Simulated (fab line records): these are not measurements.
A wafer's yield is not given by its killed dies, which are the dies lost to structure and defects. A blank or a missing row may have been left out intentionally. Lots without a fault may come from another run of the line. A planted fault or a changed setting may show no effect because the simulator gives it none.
Which tool did it?    flow nand-harc    36 wafers from 12 lots sampled at 6 of the route's 1302 steps

## WHAT THE GAUGES READ, wafer by wafer
NHARC_P_ZERO_WELL_CD_MEAS_11 targets a cd of 500 nm. Usual: cd-nm reads 500 nm (standard deviation 3.2).
lot   measured      on         cd-nm (nm)   flag
L776  day 2 07:14   cd-sem-03  501 503 500  
L777  day 2 17:08   cd-sem-03  499 500 495  
L778  day 3 03:07   cd-sem-02  498 498 497  
L780  day 3 23:07   cd-sem-01  503 501 499  
L781  day 4 09:14   cd-sem-02  500 497 498  
L782  day 4 19:07   cd-sem-03  500 502 504  
L786  day 6 11:07   cd-sem-02  500 500 497  
L787  day 6 21:07   cd-sem-03  502 499 497  
L793  day 9 09:16   cd-sem-02  498 498 503  
L794  day 9 19:14   cd-sem-01  503 500 504  
L795  day 10 05:17  cd-sem-03  495 496 494  
L798  day 11 11:07  cd-sem-03  501 499 503  

NHARC_P_ZERO_WELL_CD_MEAS_37 targets a cd of 720 nm. Usual: cd-nm reads 720.4 nm (standard deviation 2.3).
lot   measured      on         cd-nm (nm)         flag
L776  day 2 10:13   cd-sem-01  719.1 721.8 720.8  
L777  day 2 20:11   cd-sem-01  722.5 717.9 718.0  
L778  day 3 06:05   cd-sem-01  723.1 717.4 723.8  
L780  day 4 02:01   cd-sem-03  720.2 719.2 718.3  
L781  day 4 12:22   cd-sem-03  716.9 722.5 720.9  
L782  day 4 21:59   cd-sem-03  718.2 717.5 719.9  
L786  day 6 14:01   cd-sem-01  721.1 722.3 718.7  
L787  day 6 23:51   cd-sem-01  720.8 720.3 716.6  
L793  day 9 12:01   cd-sem-03  717.7 723.4 719.1  
L794  day 9 22:13   cd-sem-03  720.9 721.6 722.2  
L795  day 10 08:08  cd-sem-01  720.6 722.5 722.1  
L798  day 11 13:59  cd-sem-01  718.7 719.9 720.6  

NHARC_P_STI_INSPECT_11. Usual: raw-defect-count reads 6 (standard deviation 3.3).
lot   measured      on                 raw-defect-count  flag
L776  day 3 08:09   defect-inspect-01  9 6 7             
L777  day 3 15:19   defect-inspect-02  2 4 4             
L778  day 4 03:52   defect-inspect-02  6 3 6             
L780  day 4 23:13   defect-inspect-02  10 3 3            
L781  day 5 08:08   defect-inspect-01  3 5 7             
L782  day 5 17:58   defect-inspect-01  6 5 9             
L786  day 7 11:47   defect-inspect-01  4 2 6             
L787  day 7 21:11   defect-inspect-01  6 10 7            
L793  day 10 09:13  defect-inspect-01  24 23 39          OFF
L794  day 10 21:13  defect-inspect-02  19 19 23          OFF
L795  day 11 05:40  defect-inspect-02  23 15 15          OFF
L798  day 12 09:38  defect-inspect-01  8 3 10            

NHARC_END_SORT_01. Usual: killed-at-array 55, standard deviation 22; killed-at-other 0.9, standard deviation 1.2; killed-at-periphery 3.6, standard deviation 2.3; killed-dies 60, standard deviation 22; killed-open 3.2, standard deviation 1.9; killed-short 2.5, standard deviation 1.6.
lot   measured      on         killed-at-array  killed-at-other  killed-at-periphery  killed-dies  killed-open  killed-short  flag
L776  day 24 18:00  prober-02  36 26 43         0 1 0            5 5 4                41 32 47     4 3 3        3 2 3         
L787  day 29 16:20  prober-02  57 47 51         1 5 0            3 1 2                61 53 53     3 3 2        7 2 3         
L793  day 32 14:43  prober-01  28 34 38         0 1 0            14 19 21             42 54 59     2 10 6       4 0 8         OFF
L794  day 32 06:02  prober-01  78 67 81         2 1 1            15 18 20             95 86 102    6 2 7        6 2 4         OFF
L795  day 33 03:47  prober-02  58 59 55         0 0 1            16 13 13             74 72 69     4 3 5        1 1 1         OFF

## EACH LOT AND THE TOOL THAT RAN IT (in order: tool; ch and the chambers of the sampled wafers; start)
lot   NHARC_P_STI_HM_DEP_30        NHARC_P_GATE_DESCUM_13
L776  lpcvd-01 ch 0, day 3 04:00   rie-diel-08 ch 0,1,3, day 4 23:04
L777  lpcvd-01 ch 1, day 3 11:09   rie-diel-08 ch 0,2,3, day 5 06:31
L778  lpcvd-02 ch 1, day 3 23:49   rie-diel-06 ch 1,2,3, day 5 16:06
L780  lpcvd-02 ch 0, day 4 19:02   rie-diel-12 ch 0,1,2, day 6 15:29
L781  lpcvd-01 ch 1, day 5 03:55   rie-diel-08 ch 0,2, day 6 15:25
L782  lpcvd-01 ch 1, day 5 13:49   rie-diel-08 ch 0,1,2, day 7 09:32
L786  lpcvd-01 ch 1, day 7 07:34   rie-diel-12 ch 0,3, day 9 02:43
L787  lpcvd-01 ch 0, day 7 17:02   rie-diel-06 ch 0,1,3, day 9 10:07
L793  lpcvd-01 ch 0, day 10 05:12  rie-diel-06 ch 1,2,3, day 11 21:46
L794  lpcvd-01 ch 0, day 10 16:55  rie-diel-06 ch 1,3, day 12 11:23
L795  lpcvd-01 ch 0, day 11 01:36  rie-diel-06 ch 1,2,3, day 12 18:36
L798  lpcvd-02 ch 1, day 12 05:23  rie-diel-12 ch 0,1,3, day 13 22:51
- NHARC_P_STI_HM_DEP_30: deposits Si3N4, target thk 80 nm, time 873 s.
- NHARC_P_GATE_DESCUM_13: chemistry O2, time 3 s.

## WHAT THE TOOLS THEMSELVES READ (means of the sampled wafers that have a number; where no wafer has one, the mark that the record gives instead)
NHARC_P_STI_HM_DEP_30. Usual: pressure-mtorr 299.9 mTorr, standard deviation 0.57; spike-tc-lower-C 789.8 C, standard deviation 1.2; spike-tc-top-C 804.4 C, standard deviation 1.3.
lot   tool      pressure-mtorr (mTorr)  spike-tc-lower-C (C)  spike-tc-top-C (C)  flag
L776  lpcvd-01  300.9                   789.5                 803.0               
L777  lpcvd-01  300.1                   788.7                 804.2               
L778  lpcvd-02  299.5                   789.9                 804.3               
L780  lpcvd-02  300.3                   791.5                 806.0               
L781  lpcvd-01  299.3                   790.2                 804.0               
L782  lpcvd-01  299.8                   789.7                 805.3               
L786  lpcvd-01  300.1                   790.8                 805.2               
L787  lpcvd-01  300.6                   789.4                 803.9               
L793  lpcvd-01  300.3                   787.8                 803.3               
L794  lpcvd-01  300.4                   788.9                 803.1               
L795  lpcvd-01  300.4                   789.4                 802.9               
L798  lpcvd-02  300.3                   788.1                 804.9               

NHARC_P_GATE_DESCUM_13. Usual: drypump-motor-current-A 5.8 A, standard deviation 0.4; o2-flow-sccm 200.0 sccm, standard deviation 0.61; oes-product-au 1.007 a.u., standard deviation 0.012; rf-vpp-V 57.8 V, standard deviation 0.9; showerhead-plenum-p-Torr 1.90 Torr, standard deviation 0.081; throttle-valve-pct 11.311 %, standard deviation 0.0089.
lot   tool         drypump-motor-current-A (A)  o2-flow-sccm (sccm)  oes-product-au (a.u.)  rf-vpp-V (V)  showerhead-plenum-p-Torr (Torr)  throttle-valve-pct (%)  flag
L776  rie-diel-08  5.4                          200.3                1.011                  58.2          1.89                             11.318                  
L777  rie-diel-08  5.5                          200.1                1.022                  58.2          1.93                             11.313                  
L778  rie-diel-06  6.0                          200.1                1.007                  57.4          1.89                             11.304                  
L780  rie-diel-12  5.8                          200.2                0.989                  58.1          1.87                             11.322                  
L781  rie-diel-08  5.6                          200.3                1.022                  57.7          1.96                             11.314                  
L782  rie-diel-08  5.5                          200.0                1.000                  58.2          1.92                             11.315                  
L786  rie-diel-12  6.0                          200.8                0.982                  58.2          1.83                             11.313                  
L787  rie-diel-06  6.1                          200.2                1.012                  57.2          1.91                             11.312                  
L793  rie-diel-06  6.0                          199.8                1.009                  57.4          1.89                             11.316                  
L794  rie-diel-06  6.0                          200.1                1.019                  58.0          1.82                             11.310                  
L795  rie-diel-06  5.9                          200.2                1.006                  57.6          1.89                             11.310                  
L798  rie-diel-12  6.0                          200.3                1.011                  58.0          1.87                             11.310                  

## THE ANSWER, worked out from the rows above alone
Rule: take the mean of a lot's wafers that have a number; if it is more than 3 standard deviations from the usual mean, the lot is off. Also off: a lot with no number at a reading for which 4 or more lots have one. Where the step has rows for the other lots, those lots are counted as sound. First the gauges in route order, then the tools' own readings, where a lot's mean is used as printed above. The first step at which some lot is off is used, and at that step the reading that is off furthest; a lot without a number counts as furthest.
Off, at NHARC_P_STI_INSPECT_11 on raw-defect-count: L793, L794, L795.
A tool fits if, at a process step before that reading, it ran every lot that is off, and no sound lot after the first of them. Not tried: the gauges at NHARC_P_STI_INSPECT_11; whatever is off there is also off at NHARC_END_SORT_01, on other tools, and gauge error can't account for it. One candidate fits, namely lpcvd-01 at NHARC_P_STI_HM_DEP_30. Its last sound lot is L787 (day 7 17:02), its first lot that is off L793 (day 10 05:12): a fault that began between those two fits.

## WHAT THE SIMULATOR HAD INSERTED
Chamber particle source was lpcvd-01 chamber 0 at NHARC_P_STI_HM_DEP_30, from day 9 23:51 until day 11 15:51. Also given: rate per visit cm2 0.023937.
Lots struck among those shown: L793, L794, L795. The rule above found the same.
